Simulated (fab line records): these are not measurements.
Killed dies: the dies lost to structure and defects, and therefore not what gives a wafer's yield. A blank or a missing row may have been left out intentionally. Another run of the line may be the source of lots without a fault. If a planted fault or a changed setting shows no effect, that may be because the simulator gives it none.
The tool behind it: which one? | flow nand harc | 18 wafers from 6 lots sampled at 4 of the route's 1159 steps

== WHAT THE GAUGES SHOWED, per wafer ==
NHARC_END_SORT_01.
lot  | measured     | on        | killed at other
L547 | day 21 07:53 | prober-01 | 1 0 0
L555 | day 22 08:08 | prober-01 | 0 0 1
L559 | day 24 19:40 | prober-01 | 0 0 0
L562 | day 25 18:07 | prober-02 | 0 0 0
L558 | day 26 01:56 | prober-01 | 1 2 1
L569 | day 26 10:38 | prober-02 | 1 0 0

== EACH LOT AND THE TOOL THAT RAN IT (in order: tool; ch and the chambers of the sampled wafers; start) ==
lot  | NHARC_A_BONDPAD_ANNEAL_28        | NHARC_THIN_TSV_CMP_01         | NHARC_THIN_TSV_ETCH_59
L547 | rtp anneal-01 ch 0, day 19 03:35 | cmp-04 ch 0,2,3, day 19 17:05 | rie metal-02 ch 0,1, day 20 00:49
L555 | rtp anneal-02 ch 0, day 21 01:47 | cmp-04 ch 1,2,3, day 21 16:25 | rie metal-02 ch 0,1, day 21 23:53
L559 | rtp anneal-01 ch 0, day 23 10:37 | cmp-01 ch 0,1, day 24 00:59   | rie metal-02 ch 0,1, day 24 08:28
L562 | rtp anneal-02 ch 0, day 24 04:16 | cmp-01 ch 1,2, day 24 19:02   | rie metal-01 ch 0, day 25 02:40
L558 | rtp anneal-01 ch 0, day 24 18:37 | cmp-04 ch 0,2, day 25 06:43   | rie metal-02 ch 0,1, day 25 14:31
L569 | rtp anneal-01 ch 0, day 24 23:02 | cmp-04 ch 1,3, day 25 14:07   | rie metal-03 ch 1, day 25 21:46
- NHARC_A_BONDPAD_ANNEAL_28: time 90 s.
- NHARC_THIN_TSV_CMP_01: polishes.
- NHARC_THIN_TSV_ETCH_59: etches the open film in Cl2/BCl3, target depth 880 nm, time 138.1 s.

== THE ANSWER, worked out from the rows above alone ==
Rule: what is usual is taken from the lots themselves. The widest of any qualifying gaps counts: lots, ordered by their means at a reading, are off when they make up no more than a third of the lots, leave a main group of 4 or more, and stand apart from it by 3 or more times the standard deviation of that group's means. The tables above print the reading to a certain number of digits; a main group whose means all agree to those digits is not used. Also off: a lot with no number at a reading for which 4 or more lots have one. Any other lot the step has rows for is counted as sound.
Nothing can be told from this: no lot is off at any reading shown.

== WHAT HAD BEEN PUT IN BY THE SIMULATOR ==
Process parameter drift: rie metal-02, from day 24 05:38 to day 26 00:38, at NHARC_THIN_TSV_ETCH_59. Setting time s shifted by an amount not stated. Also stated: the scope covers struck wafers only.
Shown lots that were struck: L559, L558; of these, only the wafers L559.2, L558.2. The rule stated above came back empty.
